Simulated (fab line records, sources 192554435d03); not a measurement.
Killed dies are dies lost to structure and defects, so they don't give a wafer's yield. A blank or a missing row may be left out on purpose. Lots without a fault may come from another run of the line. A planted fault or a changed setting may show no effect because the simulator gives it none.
Which tool did it? | flow n5_finfet | 6 lots, 18 wafers sampled, at 2 steps of a route of 1938

WHAT THE GAUGES READ, wafer by wafer
N5_BEOL_M8_CD_MEAS_28: target cd 40 nm.
lot  | measured     | on        | cd_nm (nm)
L668 | day 9 14:44  | cd_sem-03 | 39.75 39.97 39.96
L671 | day 10 13:41 | cd_sem-02 | 40.10 40.00 40.16
L672 | day 10 17:48 | cd_sem-01 | 39.59 39.90 40.51
L683 | day 14 05:04 | cd_sem-01 | 40.30 39.76 40.02
L685 | day 14 13:20 | cd_sem-02 | 38.16 38.57 38.70
L688 | day 15 16:07 | cd_sem-01 | 39.84 39.77 40.26

WHICH TOOL RAN EACH LOT (tool, then ch and the chambers of the sampled wafers, then the start)
lot  | N5_BEOL_M8_EXPOSE_25
L668 | euv_scanner-01 ch 0, day 9 14:37
L671 | euv_scanner-01 ch 0, day 10 13:33
L672 | euv_scanner-02 ch 0, day 10 17:40
L683 | euv_scanner-02 ch 0, day 14 04:56
L685 | euv_scanner-02 ch 0, day 14 13:12
L688 | euv_scanner-01 ch 0, day 15 15:59
- N5_BEOL_M8_EXPOSE_25: exposes mask V7, target cd 40 nm.

THE ANSWER, worked out from the rows above alone
Rule: what is usual is taken from the lots themselves. Put in order of their means at a reading, lots are off if they are a third of the lots or fewer, leave a main group of 4 or more, and stand apart from it by a gap of 3 or more times the standard deviation of the main group's means; of several such gaps the widest counts. A main group whose means are all the same, to the digits that the tables above print for the reading, isn't used. A lot without any number at a reading at which 4 lots or more have one is off too. The other lots that the step has rows for count as sound.
Off: L685, at N5_BEOL_M8_CD_MEAS_28 (cd_nm). The main group: mean 39.99 nm, standard deviation 0.065.
A tool fits if, at a process step before that reading, it ran every lot that is off, and no sound lot after the first of them. The gauges at N5_BEOL_M8_CD_MEAS_28 are tried like those tools. Can't be told from this: 2 tools fit, euv_scanner-02 at N5_BEOL_M8_EXPOSE_25, cd_sem-02 at N5_BEOL_M8_CD_MEAS_28.

WHAT THE SIMULATOR HAD PUT IN
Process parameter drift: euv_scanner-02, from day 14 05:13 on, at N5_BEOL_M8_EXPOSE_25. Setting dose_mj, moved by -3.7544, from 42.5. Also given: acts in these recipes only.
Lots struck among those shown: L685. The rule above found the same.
